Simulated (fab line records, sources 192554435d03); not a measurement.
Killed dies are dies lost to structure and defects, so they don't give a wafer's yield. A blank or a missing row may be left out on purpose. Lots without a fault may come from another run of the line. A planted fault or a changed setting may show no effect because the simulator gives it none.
Chamber matching | flow n5_finfet | N5_BEOL_M8_CMP_52 on cmp-02: 4 sister chambers
The step polishes, stops on SiCOH lowk, t overpolish 6.9 s, target thk 80 nm. 4 wafers are shown with their chamber, then 11 later ones without.

WAFERS WITH THEIR CHAMBER
wafer  | chamber | motor_current_A (A)
L086.2 | 1       | 5.6
L087.2 | 0       | 5.6
L087.5 | 2       | 5.4
L088.2 | 3       | 6.4

WAFERS WITHOUT THEIR CHAMBER
wafer  | motor_current_A (A)
L088.3 | 5.4
L088.5 | 5.8
L089.2 | 6.4
L089.3 | 5.8
L089.6 | 5.3
L095.1 | 5.7
L095.3 | 5.8
L095.4 | 6.4
L096.2 | 5.8
L096.3 | 5.6
L096.6 | 6.0

WHICH CHAMBER EACH WENT THROUGH
wafer  | from the rows above               | in truth
L088.3 | can't be placed: 2 or 0 or 1      | 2
L088.5 | can't be placed: 0 or 1 or 2      | 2
L089.2 | 3                                 | 3
L089.3 | can't be placed: 0 or 1 or 2      | 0
L089.6 | can't be placed: 2 or 0 or 1      | 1
L095.1 | can't be placed: 0 or 1 or 2      | 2
L095.3 | can't be placed: 0 or 1 or 2      | 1
L095.4 | 3                                 | 3
L096.2 | can't be placed: 0 or 1 or 2      | 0
L096.3 | can't be placed: 0 or 1 or 2      | 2
L096.6 | can't be placed: 0 or 1 or 3 or 2 | 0
Placed correctly: 2 of 11. Can't be placed from these rows: 9 (the true chamber is among the candidates in 9). Placed wrongly: 0.
How it was worked out, from the rows above alone: a wafer's distance from a chamber is the root of the sum, over the readings, of the square of ((its reading less the chamber's mean) divided by the reading's scatter). The wafer belongs to the nearest chamber; if the next one is less than 2 further off, it can't be placed. A chamber's mean is the mean of its shown wafers. The scatter: with one shown wafer a chamber, the root of the mean of the squares of how far each hidden wafer lies from its nearest shown one.
